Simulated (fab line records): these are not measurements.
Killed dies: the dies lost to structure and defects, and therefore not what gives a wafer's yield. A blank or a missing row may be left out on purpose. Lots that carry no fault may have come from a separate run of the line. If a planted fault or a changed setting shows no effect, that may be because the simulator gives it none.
Which tool did it?    flow n5_finfet    Sampling: 24 lots, 72 wafers, 6 of 1938 route steps

## WHAT THE GAUGES SHOWED, per wafer
No reading from a measuring or inspecting step in the record can be judged against a usual standard deviation.

## TOOL THAT RAN EACH LOT (tool first, then ch and the chambers of the sampled wafers, then the start)
lot   N5_BEOL_M15_CMP_49             N5_MIM_TOP_SPUTTER_03         N5_MIM_TOP_ETCH_ETCH_00            N5_MIM_BOT_ETCH_ETCH_03            N5_PASSIVATION_VIA_ETCH_13          N5_PASSIVATION_PRE_CLEAN_19
L075  cmp-04 ch 0,1, day 11 16:08    pvd_sputter-01, day 11 20:57  rie_metal-01 ch 0,1, day 11 21:32  rie_metal-01 ch 0,1, day 11 22:28  rie_diel-01 ch 1,2,3, day 12 00:01  pvd_sputter-01, day 12 00:29
L076  cmp-04 ch 1,2, day 11 17:43    pvd_sputter-01, day 12 00:11  rie_metal-01 ch 0,1, day 12 00:50  rie_metal-01 ch 0,1, day 12 01:50  rie_diel-01 ch 0,1,2, day 12 03:13  pvd_sputter-01, day 12 03:40
L074  cmp-01 ch 0,1,3, day 11 23:10  pvd_sputter-01, day 12 02:35  rie_metal-01 ch 0,1, day 12 03:23  rie_metal-01 ch 0,1, day 12 04:22  rie_diel-06 ch 0,1,3, day 12 05:49  pvd_sputter-01, day 12 06:10
L077  cmp-01 ch 1,2,3, day 12 04:26  pvd_sputter-03, day 12 08:07  rie_metal-01 ch 0,1, day 12 08:46  rie_metal-03 ch 1, day 12 09:43    rie_diel-05 ch 0,2,3, day 12 12:11  pvd_sputter-03, day 12 13:03
L078  cmp-04 ch 0,2, day 12 09:30    pvd_sputter-01, day 12 16:39  rie_metal-03 ch 1, day 12 17:28    rie_metal-01 ch 1, day 12 18:26    rie_diel-01 ch 0,3, day 12 20:07    pvd_sputter-01, day 12 20:47
L079  cmp-01 ch 0,2,3, day 12 14:18  pvd_sputter-03, day 12 20:22  rie_metal-03 ch 0,1, day 12 21:02  rie_metal-01 ch 0,1, day 12 22:02  rie_diel-06 ch 0,2,3, day 13 02:00  pvd_sputter-02, day 13 03:13
L083  cmp-01 ch 0,1,2, day 13 09:23  pvd_sputter-02, day 13 13:20  rie_metal-02 ch 0,1, day 13 14:04  rie_metal-02 ch 0,1, day 13 15:00  rie_diel-06 ch 0,1,3, day 13 19:36  pvd_sputter-03, day 13 20:26
L081  cmp-04 ch 0,1,2, day 13 11:43  pvd_sputter-03, day 13 14:41  rie_metal-01 ch 0,1, day 13 15:25  rie_metal-02 ch 0,1, day 13 16:12  rie_diel-06 ch 0,1,3, day 13 20:05  pvd_sputter-02, day 13 21:15
L082  cmp-03 ch 2,3, day 13 14:40    pvd_sputter-03, day 13 20:49  rie_metal-03 ch 0,1, day 13 21:28  rie_metal-03 ch 0,1, day 13 22:33  rie_diel-06 ch 1,2,3, day 14 01:44  pvd_sputter-03, day 14 02:46
L080  cmp-04 ch 0,1,3, day 13 23:15  pvd_sputter-02, day 14 03:35  rie_metal-03 ch 0,1, day 14 04:27  rie_metal-03 ch 0,1, day 14 05:16  rie_diel-05 ch 0,1, day 14 09:02    pvd_sputter-02, day 14 09:56
L084  cmp-03 ch 0,1,2, day 14 04:49  pvd_sputter-01, day 14 08:37  rie_metal-02 ch 0,1, day 14 09:15  rie_metal-03 ch 0,1, day 14 10:03  rie_diel-05 ch 0,1, day 14 11:44    pvd_sputter-01, day 14 12:14
L085  cmp-01 ch 0,2, day 14 07:09    pvd_sputter-03, day 14 10:37  rie_metal-02 ch 0,1, day 14 11:22  rie_metal-03 ch 0,1, day 14 12:25  rie_diel-01 ch 1,2, day 14 17:22    pvd_sputter-02, day 14 17:49
L087  cmp-01 ch 1,2,3, day 14 11:46  pvd_sputter-01, day 14 14:32  rie_metal-03 ch 0,1, day 14 15:07  rie_metal-03 ch 0,1, day 14 16:02  rie_diel-05 ch 0,1,2, day 14 17:40  pvd_sputter-03, day 14 18:11
L086  cmp-03 ch 1,2, day 14 12:08    pvd_sputter-02, day 14 18:10  rie_metal-02 ch 0,1, day 14 18:44  rie_metal-01 ch 0,1, day 14 19:34  rie_diel-01 ch 1,2, day 14 22:44    pvd_sputter-02, day 14 23:54
L088  cmp-04 ch 1,2,3, day 14 21:36  pvd_sputter-03, day 15 01:51  rie_metal-03 ch 0,1, day 15 02:28  rie_metal-03 ch 0,1, day 15 03:16  rie_diel-05 ch 0,2,3, day 15 04:53  pvd_sputter-01, day 15 06:02
L091  cmp-04 ch 1,2,3, day 15 13:29  pvd_sputter-03, day 15 16:58  rie_metal-03 ch 0,1, day 15 17:40  rie_metal-03 ch 0,1, day 15 18:37  rie_diel-06 ch 0,1,3, day 15 22:14  pvd_sputter-02, day 15 23:08
L089  cmp-01 ch 0,1,3, day 15 20:34  pvd_sputter-03, day 16 01:13  rie_metal-03 ch 0,1, day 16 01:55  rie_metal-03 ch 0,1, day 16 03:02  rie_diel-06 ch 0,2,3, day 16 05:13  pvd_sputter-03, day 16 07:18
L090  cmp-04 ch 0,3, day 15 20:58    pvd_sputter-03, day 16 01:20  rie_metal-02 ch 0,1, day 16 02:07  rie_metal-01 ch 0,1, day 16 03:05  rie_diel-05 ch 0,2, day 16 05:17    pvd_sputter-03, day 16 07:41
L093  cmp-01 ch 0,1,2, day 15 21:22  pvd_sputter-03, day 16 01:55  rie_metal-01 ch 0,1, day 16 02:29  rie_metal-02 ch 0,1, day 16 03:19  rie_diel-05 ch 0,1,2, day 16 07:12  pvd_sputter-01, day 16 07:57
L092  cmp-04 ch 0,1,3, day 16 03:43  pvd_sputter-03, day 16 08:01  rie_metal-02 ch 0,1, day 16 08:52  rie_metal-02 ch 0,1, day 16 09:49  rie_diel-06 ch 0,1, day 16 11:14    pvd_sputter-01, day 16 12:01
L094  cmp-01 ch 0,3, day 16 13:14    pvd_sputter-01, day 16 17:23  rie_metal-02 ch 0,1, day 16 18:16  rie_metal-02 ch 0,1, day 16 19:07  rie_diel-06 ch 0,1, day 16 20:35    pvd_sputter-01, day 16 22:47
L095  cmp-01 ch 1,2,3, day 16 20:16  pvd_sputter-01, day 17 01:08  rie_metal-01 ch 1, day 17 01:43    rie_metal-01 ch 0, day 17 02:43    rie_diel-06 ch 0,2,3, day 17 05:38  pvd_sputter-01, day 17 06:25
L096  cmp-04 ch 0,2,3, day 16 22:22  pvd_sputter-02, day 17 02:53  rie_metal-01 ch 0,1, day 17 03:35  rie_metal-03 ch 0,1, day 17 04:25  rie_diel-06 ch 0,1,3, day 17 06:13  pvd_sputter-03, day 17 06:56
L097  cmp-04 ch 0,2,3, day 17 01:41  pvd_sputter-03, day 17 05:36  rie_metal-02 ch 0,1, day 17 06:10  rie_metal-03 ch 0,1, day 17 07:05  rie_diel-06 ch 0,2,3, day 17 09:02  pvd_sputter-03, day 17 09:54
- N5_BEOL_M15_CMP_49: polishes, stops on SiO2, t overpolish 4.9 s, target thk 850 nm.
- N5_MIM_TOP_SPUTTER_03: material TiN, target thk 35 nm, time 89.7 s.
- N5_MIM_TOP_ETCH_ETCH_00: etches TiN in Cl2/BCl3, target depth 38.5 nm.
- N5_MIM_BOT_ETCH_ETCH_03: etches the open film in Cl2/BCl3, target depth 12 nm.
- N5_PASSIVATION_VIA_ETCH_13: etches SiO2 in CHF3/O2, target depth 660 nm, time 330 s.
- N5_PASSIVATION_PRE_CLEAN_19

## WHAT THE TOOLS THEMSELVES READ (means of the sampled wafers that have a number; where no wafer has one, the mark that the record gives instead)
N5_BEOL_M15_CMP_49. Usual: barrier_field_endpoint_s 11.49 s, standard deviation 0.29; motor_current_A 8.2 A, standard deviation 0.83; overpolish_run_s 4.901 s, standard deviation 0.0083.
lot   tool    barrier_field_endpoint_s (s)  motor_current_A (A)  overpolish_run_s (s)  flag
L075  cmp-04  11.13                         7.6                  4.902                 
L076  cmp-04  11.13                         7.7                  4.899                 
L074  cmp-01  11.48                         8.7                  4.886                 
L077  cmp-01  11.48                         8.2                  4.899                 
L078  cmp-04  11.15                         7.7                  4.905                 
L079  cmp-01  11.71                         7.9                  4.902                 
L083  cmp-01  11.70                         8.7                  4.899                 
L081  cmp-04  11.42                         7.6                  4.902                 
L082  cmp-03  11.98                         8.1                  4.901                 
L080  cmp-04  11.30                         8.0                  4.907                 
L084  cmp-03  10.97                         8.6                  4.899                 
L085  cmp-01  11.80                         7.9                  4.900                 
L087  cmp-01  11.46                         8.3                  4.910                 
L086  cmp-03  11.16                         8.4                  4.900                 
L088  cmp-04  11.24                         7.9                  4.903                 
L091  cmp-04  11.48                         8.0                  4.896                 
L089  cmp-01  11.53                         8.9                  4.905                 
L090  cmp-04  11.68                         7.9                  4.904                 
L093  cmp-01  11.38                         8.9                  4.901                 
L092  cmp-04  11.72                         7.9                  4.904                 
L094  cmp-01  11.73                         7.7                  4.903                 
L095  cmp-01  11.37                         8.6                  4.898                 
L096  cmp-04  11.92                         7.8                  4.903                 
L097  cmp-04  11.95                         8.2                  4.897                 

N5_MIM_TOP_SPUTTER_03. Usual: throttle_valve_pct 30.2 %, standard deviation 0.93.
lot   tool            throttle_valve_pct (%)  flag
L075  pvd_sputter-01  30.6                    
L076  pvd_sputter-01  30.1                    
L074  pvd_sputter-01  30.2                    
L077  pvd_sputter-03  30.0                    
L078  pvd_sputter-01  30.0                    
L079  pvd_sputter-03  30.5                    
L083  pvd_sputter-02  30.8                    
L081  pvd_sputter-03  30.5                    
L082  pvd_sputter-03  30.7                    
L080  pvd_sputter-02  30.5                    
L084  pvd_sputter-01  30.0                    
L085  pvd_sputter-03  30.5                    
L087  pvd_sputter-01  30.3                    
L086  pvd_sputter-02  30.8                    
L088  pvd_sputter-03  30.5                    
L091  pvd_sputter-03  30.4                    
L089  pvd_sputter-03  30.1                    
L090  pvd_sputter-03  30.5                    
L093  pvd_sputter-03  30.0                    
L092  pvd_sputter-03  29.6                    
L094  pvd_sputter-01  30.3                    
L095  pvd_sputter-01  29.9                    
L096  pvd_sputter-02  30.4                    
L097  pvd_sputter-03  30.4                    

N5_MIM_TOP_ETCH_ETCH_00. Usual: drypump_motor_current_A 5.4 A, standard deviation 0.62; oes_product_au 0.77 a.u., standard deviation 0.062; throttle_valve_pct 22.69 %, standard deviation 0.22.
lot   tool          drypump_motor_current_A (A)  oes_product_au (a.u.)  throttle_valve_pct (%)  flag
L075  rie_metal-01  5.6                          0.72                   22.59                   
L076  rie_metal-01  5.6                          0.72                   22.60                   
L074  rie_metal-01  5.6                          0.73                   22.60                   
L077  rie_metal-01  5.6                          0.72                   22.60                   
L078  rie_metal-03  4.7                          0.78                   22.72                   
L079  rie_metal-03  4.7                          0.76                   22.79                   
L083  rie_metal-02  6.0                          0.85                   22.73                   
L081  rie_metal-01  5.6                          0.71                   22.61                   
L082  rie_metal-03  4.7                          0.76                   22.80                   
L080  rie_metal-03  4.7                          0.75                   22.80                   
L084  rie_metal-02  5.6                          0.87                   22.67                   
L085  rie_metal-02  6.0                          0.85                   22.74                   
L087  rie_metal-03  4.8                          0.75                   22.88                   
L086  rie_metal-02  6.0                          0.83                   22.73                   
L088  rie_metal-03  4.7                          0.75                   22.80                   
L091  rie_metal-03  4.8                          0.74                   22.89                   
L089  rie_metal-03  4.8                          0.74                   22.90                   
L090  rie_metal-02  6.0                          0.83                   22.75                   
L093  rie_metal-01  5.8                          0.72                   22.45                   
L092  rie_metal-02  5.7                          0.85                   22.68                   
L094  rie_metal-02  5.7                          0.84                   22.68                   
L095  rie_metal-01  5.4                          0.68                   22.80                   
L096  rie_metal-01  5.6                          0.70                   22.63                   
L097  rie_metal-02  6.0                          0.81                   22.75                   

N5_MIM_BOT_ETCH_ETCH_03. Usual: drypump_motor_current_A 5.3 A, standard deviation 0.61; oes_product_au 0.76 a.u., standard deviation 0.053; throttle_valve_pct 27.56 %, standard deviation 0.24.
lot   tool          drypump_motor_current_A (A)  oes_product_au (a.u.)  throttle_valve_pct (%)  flag
L075  rie_metal-01  5.6                          0.72                   27.44                   
L076  rie_metal-01  5.9                          0.74                   27.26                   
L074  rie_metal-01  5.9                          0.74                   27.26                   
L077  rie_metal-03  4.7                          0.79                   27.57                   
L078  rie_metal-01  5.4                          0.70                   27.63                   
L079  rie_metal-01  5.6                          0.72                   27.45                   
L083  rie_metal-02  5.7                          0.88                   27.50                   
L081  rie_metal-02  6.0                          0.84                   27.54                   
L082  rie_metal-03  4.8                          0.75                   27.77                   
L080  rie_metal-03  4.8                          0.75                   27.76                   
L084  rie_metal-03  4.7                          0.76                   27.68                   
L085  rie_metal-03  4.8                          0.75                   27.76                   
L087  rie_metal-03  4.7                          0.74                   27.76                   
L086  rie_metal-01  5.9                          0.72                   27.28                   
L088  rie_metal-03  4.8                          0.74                   27.76                   
L091  rie_metal-03  4.8                          0.75                   27.77                   
L089  rie_metal-03  4.7                          0.74                   27.78                   
L090  rie_metal-01  5.6                          0.70                   27.46                   
L093  rie_metal-02  5.7                          0.85                   27.51                   
L092  rie_metal-02  6.0                          0.82                   27.55                   
L094  rie_metal-02  5.7                          0.85                   27.52                   
L095  rie_metal-01  6.1                          0.73                   27.11                   
L096  rie_metal-03  4.7                          0.73                   27.68                   
L097  rie_metal-03  4.7                          0.74                   27.68                   

N5_PASSIVATION_VIA_ETCH_13. Usual: drypump_motor_current_A 5.9 A, standard deviation 0.32; etch_rf_on_time_s 236 s, standard deviation 3.5; oes_product_au 0.72 a.u., standard deviation 0.068; rf_vpp_V 524 V, standard deviation 6.4; showerhead_plenum_p_Torr 2.40 Torr, standard deviation 0.088; throttle_valve_pct 18.89 %, standard deviation 0.19.
lot   tool         drypump_motor_current_A (A)  etch_rf_on_time_s (s)  oes_product_au (a.u.)  rf_vpp_V (V)  showerhead_plenum_p_Torr (Torr)  throttle_valve_pct (%)  flag
L075  rie_diel-01  5.7                          236                    0.65                   523           2.39                             19.11                   
L076  rie_diel-01  5.6                          236                    0.67                   524           2.43                             19.06                   
L074  rie_diel-06  6.1                          233                    0.76                   521           2.41                             18.72                   
L077  rie_diel-05  5.8                          239                    0.73                   524           2.40                             18.94                   
L078  rie_diel-01  5.4                          237                    0.64                   523           2.33                             18.96                   
L079  rie_diel-06  5.9                          234                    0.78                   525           2.35                             18.76                   
L083  rie_diel-06  6.0                          240                    0.74                   521           2.40                             18.74                   
L081  rie_diel-06  6.1                          236                    0.74                   520           2.40                             18.75                   
L082  rie_diel-06  6.1                          233                    0.80                   526           2.42                             18.82                   
L080  rie_diel-05  6.0                          240                    0.66                   528           2.44                             19.04                   
L084  rie_diel-05  6.0                          234                    0.66                   527           2.44                             19.04                   
L085  rie_diel-01  5.9                          242                    0.74                   525           2.42                             19.07                   
L087  rie_diel-05  6.1                          233                    0.72                   527           2.46                             18.96                   
L086  rie_diel-01  5.7                          238                    0.79                   522           2.44                             18.86                   
L088  rie_diel-05  5.8                          240                    0.71                   525           2.39                             18.97                   
L091  rie_diel-06  6.1                          236                    0.72                   520           2.39                             18.77                   
L089  rie_diel-06  5.9                          234                    0.74                   525           2.34                             18.78                   
L090  rie_diel-05  6.1                          239                    0.73                   531           2.40                             18.83                   
L093  rie_diel-05  6.1                          235                    0.71                   527           2.45                             18.99                   
L092  rie_diel-06  6.0                          234                    0.69                   515           2.38                             18.71                   
L094  rie_diel-06  6.1                          236                    0.71                   517           2.45                             18.77                   
L095  rie_diel-06  5.9                          233                    0.73                   525           2.33                             18.80                   
L096  rie_diel-06  6.1                          234                    0.71                   520           2.39                             18.79                   
L097  rie_diel-06  5.9                          234                    0.74                   524           2.33                             18.80                   

N5_PASSIVATION_PRE_CLEAN_19. Usual: heater_power_w 460 W, standard deviation 30.
lot   tool            heater_power_w (W)  flag
L075  pvd_sputter-01  489                 
L076  pvd_sputter-01  490                 
L074  pvd_sputter-01  484                 
L077  pvd_sputter-03  432                 
L078  pvd_sputter-01  469                 
L079  pvd_sputter-02  411                 
L083  pvd_sputter-03  447                 
L081  pvd_sputter-02  442                 
L082  pvd_sputter-03  433                 
L080  pvd_sputter-02  445                 
L084  pvd_sputter-01  468                 
L085  pvd_sputter-02  453                 
L087  pvd_sputter-03  431                 
L086  pvd_sputter-02  445                 
L088  pvd_sputter-01  467                 
L091  pvd_sputter-02  449                 
L089  pvd_sputter-03  444                 
L090  pvd_sputter-03  424                 
L093  pvd_sputter-01  474                 
L092  pvd_sputter-01  492                 
L094  pvd_sputter-01  474                 
L095  pvd_sputter-01  471                 
L096  pvd_sputter-03  436                 
L097  pvd_sputter-03  434                 

## THE ANSWER, worked out from the rows above alone
Rule: a lot is off if the mean of its wafers that have a number lies more than 3 standard deviations from the usual mean. Also off: a lot with no number at a reading for which 4 or more lots have one. The other lots that the step has rows for count as sound. After the gauges, taken in route order, come the tools' own readings; for these a lot's mean is taken, as printed above. At the first step where some lot is off, the reading lying furthest off is the one used; lots without a number count as furthest.
None of the lots is off at any reading shown; this tells nothing.

## WHAT THE SIMULATOR HAD INSERTED
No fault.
